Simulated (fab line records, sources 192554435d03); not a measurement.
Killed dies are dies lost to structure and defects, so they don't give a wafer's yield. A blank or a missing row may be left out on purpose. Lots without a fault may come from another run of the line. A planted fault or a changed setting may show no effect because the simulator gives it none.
Chamber matching | flow n5_finfet | N5_HKMG_FIN_DESCUM_53 on rie_diel-01: 4 sister chambers
The step chemistry O2, time 7.9 s. 14 wafers are shown with their chamber, then 7 later ones without.

WAFERS WITH THEIR CHAMBER
wafer  | chamber | drypump_motor_current_A (A) | showerhead_plenum_p_Torr (Torr) | throttle_valve_pct (%)
L076.1 | 0       | 6.5                         | 2.05                            | 20.26
L076.2 | 2       | 5.0                         | 2.16                            | 20.32
L076.4 | 1       | 5.6                         | 2.11                            | 20.63
L078.1 | 1       | 5.6                         | 2.11                            | 20.63
L078.4 | 3       | 5.2                         | 2.11                            | 20.66
L078.6 | 3       | 5.2                         | 2.11                            | 20.66
L080.1 | 2       | 5.0                         | 2.16                            | 20.33
L080.3 | 3       | 5.2                         | 2.11                            | 20.67
L080.5 | 1       | 5.7                         | 2.11                            | 20.65
L081.2 | 0       | 6.5                         | 2.05                            | 20.28
L081.5 | 1       | 5.6                         | 2.11                            | 20.65
L081.6 | 2       | 5.0                         | 2.16                            | 20.34
L082.2 | 3       | 5.2                         | 2.10                            | 20.69
L082.3 | 2       | 5.0                         | 2.16                            | 20.37

SIGNATURES (means of the wafers above)
reading                  | chamber 0 | chamber 1 | chamber 2 | chamber 3 | scatter within a chamber
drypump_motor_current_A  | 6.500     | 5.625     | 5.000     | 5.200     | 0.0274
showerhead_plenum_p_Torr | 2.0500    | 2.1100    | 2.1600    | 2.1075    | 0.00274
throttle_valve_pct       | 20.2700   | 20.6400   | 20.3400   | 20.6700   | 0.0161
Rule: a wafer's distance from a chamber is the root of the sum, over the readings, of the square of ((its reading less the chamber's mean) divided by the reading's scatter). The wafer belongs to the nearest chamber; if the next one is less than 2 further off, it can't be placed. The scatter: the root of (the sum of the squares of (reading less its chamber's mean) over the shown wafers, divided by (wafers less chambers)).

WAFERS WITHOUT THEIR CHAMBER
wafer  | drypump_motor_current_A (A) | showerhead_plenum_p_Torr (Torr) | throttle_valve_pct (%)
L082.5 | 5.0                         | 2.16                            | 20.37
L095.4 | 5.6                         | 2.10                            | 20.70
L095.5 | 5.2                         | 2.09                            | 20.71
L095.6 | 6.5                         | 2.04                            | 20.32
L097.1 | 5.7                         | 2.09                            | 20.70
L097.2 | 6.5                         | 2.04                            | 20.33
L097.5 | 6.5                         | 2.04                            | 20.34

WHICH CHAMBER EACH WENT THROUGH
wafer  | from the rows above | in truth
L082.5 | 2                   | 2
L095.4 | 1                   | 1
L095.5 | 3                   | 3
L095.6 | 0                   | 0
L097.1 | 1                   | 1
L097.2 | 0                   | 0
L097.5 | 0                   | 0
Placed correctly: 7 of 7. Can't be placed from these rows: 0. Placed wrongly: 0.
